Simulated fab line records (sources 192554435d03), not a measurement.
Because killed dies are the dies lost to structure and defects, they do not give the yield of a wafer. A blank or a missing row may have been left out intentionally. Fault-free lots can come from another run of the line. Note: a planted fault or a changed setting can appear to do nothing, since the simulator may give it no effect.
A struck lot beside a sound one + flow n5Finfet + 37 steps out of a route of 1938
Sound: these wafers, L477.1, L477.3, L477.4. Wafers L470.2, L470.4, L470.5 were the ones struck. Last of all comes the cause.
Each step with rows lists, per side, the tool, then ch with its chambers, then its first start. Under that, the readings that differ: sound wafers + struck wafers + difference of the means + sigmas: that difference in standard deviations of wafers without a fault.
alike: words and numbers the same on both sides, and readings whose means are apart by under 2 such deviations; not compared: readings that were withheld, readings missing a value for some wafer, numbers with overlapping values and no deviation given by the record, and bounds like >300 which may hide the same value.
Wherever a step has rows on one side only, a row that says differs or no value, or a row with sigmas, the two part there. Numbers that don't overlap but have no deviation are shown without sigmas and don't part them. A reading missing from all wafers of one side parts the sides only when that side holds two or more wafers.

first, 9 steps without rows for these wafers: N5_WELL_APT_SOFTBAKE_20 (time 60 s); N5_WELL_APT_EXPOSE_22 (exposes mask PWELL, defocus 0 nm, target cd 200 nm); N5_WELL_APT_PEB_23 (peb time 90 s); N5_WELL_APT_DEVELOP_24 (develop time 45 s); N5_WELL_APT_HARDBAKE_29 (time 120 s); N5_WELL_APT_DESCUM_30 (chemistry O2, time 7.9 s); N5_WELL_APT_IMPLANT_31; N5_WELL_APT_IMPLANT_32; N5_WELL_APT_STRIP_33 (strips in SPM, time 900 s).
N5_WELL_APT_RTA_34: time 10 s.
  struck on rtpAnneal-01, day 3 09:48; sound on rtpAnneal-02 ch 0, day 5 04:05
  no value came back on the struck wafers for annealTempCMax, lampPowerPct (%), lamp_zone_1_pct (%), wafer_temp_C_max; on the sound wafers annealTempCMax reads 1003.9 1003.7 1003.8
then, 25 steps without rows for these wafers: N5_WELL_APT_OXIDE_STRIP_42 (strips SiO2 in dHF, time 45 s, target depth 12 nm); N5_WELL_APT_PRECLEAN_36 (cleans in O3/DIW, time 45 s); N5_WELL_APT_PRECLEAN_39 (cleans in dHF, time 60 s); N5_WELL_APT_SRD_37 (time 30 s); N5_WELL_APT_EPI_41 (deposits Si from SiH4/H2, target thk 50 nm, time 297.7 s); N5_PMOS_HMC_CHANNEL_EPI_HM_DEP_34 (deposits SiO2 from TEOS/O2, target thk 36 nm, time 6.9 s); N5_PMOS_HMC_CHANNEL_EPI_COAT_31 (time 60 s, resist thk 66 nm); N5_PMOS_HMC_CHANNEL_EPI_COAT_03 (resist thk 205 nm); N5_PMOS_HMC_CHANNEL_EPI_EBR_05; N5_PMOS_HMC_CHANNEL_EPI_SOFTBAKE_04 (time 60 s); N5_PMOS_HMC_CHANNEL_EPI_EXPOSE_06 (exposes mask PMOS HMC BLK, target cd 240 nm); N5_PMOS_HMC_CHANNEL_EPI_PEB_07 (peb time 60 s); N5_PMOS_HMC_CHANNEL_EPI_DEVELOP_08 (develop time 30 s); N5_PMOS_HMC_CHANNEL_EPI_DESCUM_14 (chemistry O2, time 7.9 s); N5_PMOS_HMC_CHANNEL_EPI_ETCH_32 (etches BARC in N2/H2, stops on SiO2, target depth 85.8 nm, time 50.3 s); N5_PMOS_HMC_CHANNEL_EPI_HM_OPEN_15 (chemistry CHF3/O2, target SiO2, target depth 40.6 nm, time 20.3 s); N5_PMOS_HMC_CHANNEL_EPI_STRIP_33 (strips in N2/H2); N5_PMOS_HMC_CHANNEL_EPI_STRIP_17 (strips in SPM, time 750 s); N5_PMOS_HMC_CHANNEL_EPI_ETCH_38 (etches SiO2 in CF4, target depth 1.5 nm); N5_PMOS_HMC_CHANNEL_EPI_FIN_RECESS_16 (chemistry HBr/Cl2, target Si, target depth 54 nm, time 18 s); N5_PMOS_HMC_CHANNEL_EPI_PRECLEAN_36 (cleans in O3/DIW, time 45 s); N5_PMOS_HMC_CHANNEL_EPI_PRECLEAN_18 (cleans in DHF, time 30 s); N5_PMOS_HMC_CHANNEL_EPI_SRD_19 (time 30 s); N5_PMOS_HMC_CHANNEL_EPI_EPI_20 (deposits SiGe30, target thk 59 nm); N5_PMOS_HMC_CHANNEL_EPI_HM_STRIP_35 (strips SiO2 in dHF, material SiO2, target depth 39.6 nm, time 216 s).
-- record jumps: 7 days separate the struck wafers' starts on either side; left off in module PMOS_HMC_CHANNEL_EPI, taken up again in module BEOL_M4, whose first shown step is the route's number 1111 --
N5_BEOL_M4_RC_MEAS_101:
  sound on prober-01 ch 0, day 11 17:13; struck on prober-01 ch 0, day 9 22:20
| reading             | sound                      | struck                    | difference | sigmas |
|---------------------|----------------------------|---------------------------|------------|--------|
| CJ_N                | 4.38 4.44 4.38             | 3.24 3.20 3.24            | -1.17      | -15    |
| CJ_P                | 5.99 6.12 6.08             | 4.76 4.71 4.75            | -1.32      | -7     |
| IOFF_N_LONG (nA/um) | 6.01e-05 6e-05 6.01e-05    | 7.8e-05 7.79e-05 7.8e-05  | +1.8e-05   | +8     |
| IOFF_P_LONG (nA/um) | 0.000118 0.000123 0.000119 | 0.00015 0.000149 0.000151 | +0.00003   | +3     |
| ION_N (uA/um)       | 679 678 666                | 624 606 622               | -57        | -5     |
| RS_NWELL (ohm/sq)   | 1045 1035 1043             | 1000 997 1003             | -41        | -6     |
| RS_PWELL (ohm/sq)   | 2993 3047 3027             | 2549 2553 2542            | -474       | -22    |
| VT_N (mV)           | 246 251 248                | 256 264 260               | +12        | +3     |
| VT_N_LONG (mV)      | 273.4 272.0 270.5          | 296.8 296.8 297.1         | +24.9      | +16    |
| VT_N_LVT (mV)       | 94 98 97                   | 107 112 110               | +13        | +4     |
  alike: DIBL_N, DIBL_P, IOFF_N, IOFF_P, ION_P, SS_N, SS_P, VT_P
-- the record jumps here: 5 days lie between the struck wafers' starts before and after (it left off in module BEOL_M4 and takes up again in module PASSIVATION, whose first step shown is number 1936 of the route) --
N5_PASSIVATION_PROBE_49:
  sound: prober-02 at day 16 20:36; struck: prober-02 at day 14 16:32
| reading              | sound          | struck            | difference | sigmas      |
|----------------------|----------------|-------------------|------------|-------------|
| sort_bin_8_speed (%) | 0 0 0          | 14.58 90.17 40.34 | +48.36     | +99 or more |
| sortNPass            | 1095 1109 1069 | 925 7 620         | -574       | -38         |
| sortYieldPct (%)     | 92.8 94.0 90.6 | 78.4 0.6 52.5     | -48.6      | -37         |
  alike: defectLimitedYield, killed_at_M0_to_M3, killed_at_M4_up, killedAtContacts, killedAtFrontEnd, killedAtOther, killedDies, killedOpen, killedShort, sort_bin_5_function, sort_bin_6_memory

## WHERE THEY PART
First at N5_WELL_APT_RTA_34; last, within this record, at N5_PASSIVATION_PROBE_49.

WHY: the cause the simulator had injected
Beginning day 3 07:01, the whole step at N5_WELL_APT_RTA_34 was skipped on rtpAnneal-01. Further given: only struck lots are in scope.
